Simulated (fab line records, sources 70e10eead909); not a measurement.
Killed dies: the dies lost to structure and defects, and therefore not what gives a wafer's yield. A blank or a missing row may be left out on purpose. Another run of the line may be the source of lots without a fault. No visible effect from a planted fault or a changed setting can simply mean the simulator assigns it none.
The tool behind it: which one? | flow nandHarc | 24 wafers from 8 lots sampled at 9 of the route's 1302 steps

WHAT EACH GAUGE READ, for each wafer
NHARC_A_ONON_D2_THK_MEAS_34: measures by ellipsometry. Usual: thkNm at 199.6 nm, with a standard deviation of 3.
lot  | measured     | on           | thkNm (nm)        | flag
L829 | day 13 14:11 | filmMetro-02 | 197.0 200.4 198.8 | 
L830 | day 14 04:20 | filmMetro-02 | 198.8 199.9 202.6 | 
L831 | day 14 15:30 | filmMetro-01 | 200.9 199.2 201.2 | 
L833 | day 15 10:05 | filmMetro-01 | 198.0 197.9 198.5 | 
L838 | day 17 02:47 | filmMetro-01 | 202.9 201.2 203.3 | 
L844 | day 20 01:39 | filmMetro-02 | 200.6 195.9 203.9 | 
L846 | day 20 17:53 | filmMetro-01 | 196.9 195.0 201.5 | 
L850 | day 22 16:41 | filmMetro-01 | 197.2 199.7 202.8 | 

NHARC_A_CHANNEL_HOLE_D2_CD_MEAS_10: the cd target is 100 nm. Usual: cdNm at 99.5 nm, with a standard deviation of 0.6.
lot  | measured     | on       | cdNm (nm)         | flag
L829 | day 13 17:08 | cdSem-03 | 99.5 98.2 98.9    | 
L830 | day 14 07:06 | cdSem-01 | 99.6 99.6 99.2    | 
L831 | day 14 18:18 | cdSem-03 | 99.5 99.6 99.4    | 
L833 | day 15 17:00 | cdSem-01 | 101.8 100.3 100.9 | 
L838 | day 17 06:11 | cdSem-02 | 99.4 99.8 100.0   | 
L844 | day 20 07:04 | cdSem-03 | 106.1 106.5 106.7 | OFF
L846 | day 20 20:40 | cdSem-02 | 105.5 105.3 105.7 | OFF
L850 | day 22 21:01 | cdSem-03 | 98.9 100.1 100.1  | 

NHARC_A_CHANNEL_HOLE_D2_CD_MEAS_31. Usual: cdNm at 89.3 nm, with a standard deviation of 1.3.
lot  | measured     | on       | cdNm (nm)      | flag
L829 | day 14 00:02 | cdSem-02 | 89.2 88.7 87.8 | 
L830 | day 14 13:59 | cdSem-02 | 87.8 88.2 88.0 | 
L831 | day 15 02:30 | cdSem-02 | 89.6 90.3 89.6 | 
L833 | day 16 02:15 | cdSem-01 | 89.8 92.7 88.7 | 
L838 | day 17 20:26 | cdSem-02 | 87.1 90.6 90.5 | 
L844 | day 20 16:07 | cdSem-01 | 95.1 96.6 95.6 | OFF
L846 | day 21 03:32 | cdSem-01 | 95.1 95.4 94.6 | OFF
L850 | day 23 03:55 | cdSem-03 | 88.0 88.8 89.1 | 

NHARC_END_WLT_00. Usual: VT_DECK1_BOTTOM 0.872, standard deviation 0.0063; VT_DECK1_BOTTOM_INNER 0.872, standard deviation 0.0067; VT_DECK1_MEDIAN_NEAR_BOTTOM 0.873, standard deviation 0.0066; VT_DECK1_MEDIAN_NEAR_BOTTOM_INNER 0.873, standard deviation 0.0062; VT_DECK1_MIDDLE 0.884, standard deviation 0.0063; VT_DECK1_MIDDLE_INNER 0.885, standard deviation 0.0063; VT_DECK1_TOP 0.896, standard deviation 0.0066; VT_DECK1_TOP_INNER 0.896, standard deviation 0.0059; VT_DECK2_BOTTOM 0.868, standard deviation 0.0069; VT_DECK2_BOTTOM_INNER 0.868, standard deviation 0.0064; VT_DECK2_MEDIAN_NEAR_BOTTOM 0.869, standard deviation 0.0071; VT_DECK2_MEDIAN_NEAR_BOTTOM_INNER 0.868, standard deviation 0.007; VT_DECK2_MIDDLE 0.881, standard deviation 0.0065; VT_DECK2_MIDDLE_INNER 0.881, standard deviation 0.0066; VT_DECK2_TOP 0.893, standard deviation 0.0067; VT_DECK2_TOP_INNER 0.893, standard deviation 0.0067.
lot  | measured     | on        | VT_DECK1_BOTTOM   | VT_DECK1_BOTTOM_INNER | VT_DECK1_MEDIAN_NEAR_BOTTOM | VT_DECK1_MEDIAN_NEAR_BOTTOM_INNER | VT_DECK1_MIDDLE   | VT_DECK1_MIDDLE_INNER | VT_DECK1_TOP      | VT_DECK1_TOP_INNER | VT_DECK2_BOTTOM   | VT_DECK2_BOTTOM_INNER | VT_DECK2_MEDIAN_NEAR_BOTTOM | VT_DECK2_MEDIAN_NEAR_BOTTOM_INNER | VT_DECK2_MIDDLE   | VT_DECK2_MIDDLE_INNER | VT_DECK2_TOP      | VT_DECK2_TOP_INNER | flag
L829 | day 25 05:43 | prober-02 | 0.871 0.871 0.875 | 0.869 0.872 0.869     | 0.875 0.873 0.872           | 0.880 0.867 0.874                 | 0.875 0.881 0.884 | 0.890 0.892 0.880     | 0.897 0.902 0.897 | 0.896 0.897 0.894  | 0.865 0.864 0.856 | 0.862 0.867 0.855     | 0.882 0.865 0.861           | 0.869 0.875 0.867                 | 0.877 0.876 0.880 | 0.881 0.883 0.884     | 0.895 0.892 0.890 | 0.896 0.889 0.889  | 
L830 | day 25 05:02 | prober-01 | 0.881 0.879 0.887 | 0.880 0.881 0.883     | 0.884 0.874 0.878           | 0.885 0.878 0.890                 | 0.899 0.895 0.886 | 0.892 0.887 0.894     | 0.902 0.903 0.900 | 0.904 0.904 0.901  | 0.861 0.870 0.860 | 0.858 0.867 0.859     | 0.856 0.865 0.866           | 0.867 0.865 0.853                 | 0.878 0.870 0.879 | 0.878 0.872 0.880     | 0.891 0.886 0.893 | 0.895 0.890 0.880  | 
L831 | day 26 04:35 | prober-02 | 0.873 0.868 0.863 | 0.870 0.879 0.862     | 0.872 0.871 0.868           | 0.870 0.877 0.864                 | 0.878 0.888 0.883 | 0.876 0.877 0.877     | 0.889 0.890 0.888 | 0.889 0.898 0.897  | 0.879 0.869 0.873 | 0.876 0.870 0.871     | 0.868 0.877 0.869           | 0.865 0.866 0.862                 | 0.875 0.880 0.881 | 0.879 0.880 0.877     | 0.894 0.897 0.896 | 0.892 0.889 0.890  | 
L833 | day 26 19:10 | prober-01 | 0.864 0.877 0.872 | 0.880 0.869 0.866     | 0.872 0.876 0.874           | 0.878 0.877 0.873                 | 0.893 0.891 0.895 | 0.886 0.880 0.890     | 0.898 0.899 0.898 | 0.903 0.887 0.899  | 0.869 0.875 0.871 | 0.874 0.874 0.870     | 0.875 0.885 0.867           | 0.880 0.888 0.870                 | 0.887 0.894 0.886 | 0.892 0.899 0.887     | 0.901 0.902 0.899 | 0.898 0.896 0.900  | 
L838 | day 28 21:12 | prober-02 | 0.874 0.868 0.870 | 0.870 0.876 0.871     | 0.872 0.873 0.864           | 0.871 0.869 0.867                 | 0.891 0.876 0.878 | 0.885 0.875 0.887     | 0.888 0.890 0.893 | 0.894 0.896 0.896  | 0.861 0.871 0.866 | 0.854 0.862 0.868     | 0.859 0.867 0.867           | 0.861 0.865 0.863                 | 0.862 0.879 0.879 | 0.869 0.881 0.882     | 0.892 0.893 0.889 | 0.892 0.892 0.889  | 
L844 | day 31 17:51 | prober-01 | 0.871 0.865 0.871 | 0.866 0.863 0.878     | 0.879 0.863 0.874           | 0.871 0.876 0.876                 | 0.882 0.879 0.881 | 0.882 0.878 0.888     | 0.899 0.896 0.893 | 0.898 0.888 0.899  | 0.895 0.895 0.888 | 0.893 0.890 0.892     | 0.889 0.892 0.900           | 0.884 0.902 0.895                 | 0.898 0.902 0.903 | 0.904 0.905 0.911     | 0.914 0.914 0.916 | 0.914 0.915 0.912  | OFF
L846 | day 31 21:47 | prober-02 | 0.865 0.870 0.856 | 0.862 0.857 0.860     | 0.866 0.867 0.861           | 0.870 0.867 0.866                 | 0.875 0.884 0.879 | 0.884 0.880 0.882     | 0.896 0.893 0.897 | 0.898 0.894 0.891  | 0.890 0.890 0.892 | 0.890 0.898 0.888     | 0.890 0.895 0.881           | 0.886 0.892 0.889                 | 0.903 0.901 0.906 | 0.906 0.900 0.904     | 0.913 0.913 0.916 | 0.914 0.917 0.906  | OFF
L850 | day 34 03:44 | prober-01 | 0.875 0.892 0.882 | 0.877 0.879 0.879     | 0.886 0.885 0.894           | 0.884 0.887 0.886                 | 0.890 0.886 0.901 | 0.899 0.894 0.895     | 0.905 0.914 0.908 | 0.906 0.907 0.911  | 0.859 0.855 0.864 | 0.857 0.856 0.856     | 0.855 0.861 0.862           | 0.860 0.868 0.862                 | 0.874 0.876 0.878 | 0.868 0.870 0.872     | 0.884 0.886 0.886 | 0.885 0.894 0.887  | 

NHARC_END_SORT_01. Usual: killedAtArray 55, standard deviation 20; killedAtOther 0.7, standard deviation 0.96; killedAtPeriphery 4.1, standard deviation 2.4; killedDies 60, standard deviation 20; killedOpen 3.3, standard deviation 1.9; killedShort 2.8, standard deviation 1.6.
lot  | measured     | on        | killedAtArray | killedAtOther | killedAtPeriphery | killedDies | killedOpen | killedShort | flag
L844 | day 31 21:55 | prober-01 | 65            | 0             | 2                 | 67         | 3          | 0           | 

WHAT TOOL EACH LOT RAN ON (gives the tool, then ch and the chambers of the sampled wafers, and finally the start)
lot  | NHARC_A_CHANNEL_HOLE_D2_PEB_08   | NHARC_A_CHANNEL_HOLE_D2_ETCH_34              | NHARC_A_CHANNEL_HOLE_D2_ETCH_19 | NHARC_A_CHANNEL_HOLE_D2_XSEM_32
L829 | lithoTrack-06 ch 0, day 13 17:04 | rieDiel-05 ch 0,1,2, day 13 18:31 or earlier | harEtch-01 ch 0,1, day 13 18:31 | xsem-02 ch 0, day 14 00:07
L830 | lithoTrack-06 ch 0, day 14 07:01 | rieDiel-05 ch 0,1, day 14 08:29 or earlier   | harEtch-02 ch 1, day 14 08:29   | xsem-01 ch 0, day 14 14:04
L831 | lithoTrack-06 ch 0, day 14 18:13 | rieDiel-05 ch 1,2, day 14 21:01 or earlier   | harEtch-02 ch 1, day 14 21:01   | xsem-01 ch 0, day 15 02:36
L833 | lithoTrack-01 ch 0, day 15 16:55 | rieDiel-05 ch 0,2,3, day 15 20:44 or earlier | harEtch-02 ch 0,1, day 15 20:44 | xsem-02 ch 0, day 16 02:20
L838 | lithoTrack-06 ch 0, day 17 06:06 | rieDiel-05 ch 0,3, day 17 14:57 or earlier   | harEtch-01 ch 0,1, day 17 14:57 | xsem-01 ch 0, day 17 20:32
L844 | lithoTrack-06 ch 0, day 20 06:59 | rieDiel-05 ch 0,3, day 20 10:35 or earlier   | harEtch-01 ch 1, day 20 10:35   | xsem-02 ch 0, day 20 16:13
L846 | lithoTrack-06 ch 0, day 20 20:35 | rieDiel-09 ch 1,3, day 20 22:02 or earlier   | harEtch-02 ch 0,1, day 20 22:02 | xsem-01 ch 0, day 21 03:37
L850 | lithoTrack-04 ch 0, day 22 20:56 | rieDiel-05 ch 1,3, day 22 22:23 or earlier   | harEtch-01 ch 0,1, day 22 22:23 | xsem-02 ch 0, day 23 04:01
- NHARC_A_CHANNEL_HOLE_D2_PEB_08: peb time 65 s.
- NHARC_A_CHANNEL_HOLE_D2_ETCH_34: etches the open film in CF4/CHF3, target depth 154 nm, time 77 s.
- NHARC_A_CHANNEL_HOLE_D2_ETCH_19: etches the open film in C4F8/O2/Ar, time 34.5 s.
- NHARC_A_CHANNEL_HOLE_D2_XSEM_32

AS READ BY THE TOOLS THEMSELVES (means over the sampled wafers that have a number; for cases with no such wafer, the mark the record gives instead)
NHARC_A_CHANNEL_HOLE_D2_ETCH_34. Usual: chamberPressureMTorr 25.000 mTorr, standard deviation 0.021; drypumpMotorCurrentA 5.7 A, standard deviation 0.37; oesProductAu 0.959 a.u., standard deviation 0.019; rfVppV 369.7 V, standard deviation 2; showerheadPlenumPTorr 1.54 Torr, standard deviation 0.056; throttleValvePct 16.803 %, standard deviation 0.0082.
lot  | tool       | chamberPressureMTorr (mTorr) | drypumpMotorCurrentA (A) | oesProductAu (a.u.) | rfVppV (V) | showerheadPlenumPTorr (Torr) | throttleValvePct (%) | flag
L829 | rieDiel-05 | 24.993                       | 5.7                      | 0.967               | 370.1      | 1.55                         | 16.800               | 
L830 | rieDiel-05 | 25.001                       | 5.4                      | 0.953               | 368.1      | 1.51                         | 16.804               | 
L831 | rieDiel-05 | 25.002                       | 6.0                      | 0.970               | 370.4      | 1.59                         | 16.805               | 
L833 | rieDiel-05 | 24.998                       | 5.8                      | 0.967               | 369.2      | 1.53                         | 16.803               | 
L838 | rieDiel-05 | 25.012                       | 5.6                      | 0.923               | 367.7      | 1.49                         | 16.801               | 
L844 | rieDiel-05 | 25.009                       | 5.5                      | 0.957               | 367.4      | 1.48                         | 16.808               | 
L846 | rieDiel-09 | 25.002                       | 5.5                      | 0.927               | 372.1      | 1.61                         | 16.800               | 
L850 | rieDiel-05 | 25.010                       | 5.7                      | 0.964               | 370.3      | 1.54                         | 16.803               | 

NHARC_A_CHANNEL_HOLE_D2_ETCH_19. Usual: chamberPressureMTorr 14.999 mTorr, standard deviation 0.013; drypumpMotorCurrentA 5.4 A, standard deviation 0.59; showerheadPlenumPTorr 3.74 Torr, standard deviation 0.1; throttleValvePct 37.037 %, standard deviation 0.0088.
lot  | tool       | chamberPressureMTorr (mTorr) | drypumpMotorCurrentA (A) | showerheadPlenumPTorr (Torr) | throttleValvePct (%) | flag
L829 | harEtch-01 | 15.007                       | 5.2                      | 3.73                         | 37.036               | 
L830 | harEtch-02 | 14.982                       | 5.2                      | 3.78                         | 37.030               | 
L831 | harEtch-02 | 14.994                       | 5.2                      | 3.77                         | 37.031               | 
L833 | harEtch-02 | 15.006                       | 5.6                      | 3.72                         | 37.031               | 
L838 | harEtch-01 | 15.005                       | 4.9                      | 3.70                         | 37.032               | 
L844 | harEtch-01 | 15.000                       | 5.5                      | 3.68                         | 37.033               | 
L846 | harEtch-02 | 14.990                       | 6.0                      | 3.88                         | 37.031               | 
L850 | harEtch-01 | 14.995                       | 5.2                      | 3.66                         | 37.033               | 

NHARC_A_CHANNEL_HOLE_D2_XSEM_32. Usual: botCdNm 73.9 nm, standard deviation 1.4; bowNm 8.6 nm, standard deviation 0.31; tiltDeg 0.08 degrees, standard deviation 0.044.
lot  | tool    | botCdNm (nm) | bowNm (nm) | tiltDeg (degrees) | flag
L829 | xsem-02 | 72.7         | 9.0        | 0.02              | 
L830 | xsem-01 | 72.7         | 8.5        | 0.12              | 
L831 | xsem-01 | 74.0         | 8.7        | 0.01              | 
L833 | xsem-02 | 74.8         | 8.7        | 0.07              | 
L838 | xsem-01 | 74.6         | 8.6        | 0.08              | 
L844 | xsem-02 | 80.2         | 8.6        | 0.15              | OFF
L846 | xsem-01 | 80.1         | 8.1        | 0.06              | OFF
L850 | xsem-02 | 73.1         | 8.6        | 0.04              | 

THE ANSWER, worked out from the rows above alone
Rule: a lot counts as off when the mean over its wafers that have a number is more than 3 standard deviations away from the usual mean. Also off: a lot with no number at a reading for which 4 or more lots have one. All remaining lots with rows at the step are treated as sound. Order of review: gauges by route order, followed by the tools' own readings, for which a lot's mean as printed above is used. The first step at which some lot is off is used, and at that step the reading that is off furthest; a lot without a number counts as furthest.
Off, at NHARC_A_CHANNEL_HOLE_D2_CD_MEAS_10 on cdNm: L844, L846.
A tool fits if, at a process step before that reading, it ran every lot that is off, and no sound lot after the first of them. Not tried: the gauges at NHARC_A_CHANNEL_HOLE_D2_CD_MEAS_10; whatever is off there is also off at NHARC_A_CHANNEL_HOLE_D2_CD_MEAS_31, on other tools, and gauge error can't account for it. One fits: NHARC_A_CHANNEL_HOLE_D2_PEB_08 on lithoTrack-06. A fault onset in the window from L838 (day 17 06:06, its last sound lot) to L844 (day 20 06:59, its first lot off) fits.

WHAT THE SIMULATOR HAD INSERTED
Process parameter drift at NHARC_A_CHANNEL_HOLE_D2_PEB_08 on lithoTrack-06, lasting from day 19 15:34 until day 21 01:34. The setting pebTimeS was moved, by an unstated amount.
Lots struck among those shown: L844, L846. Same finding as the rule above.
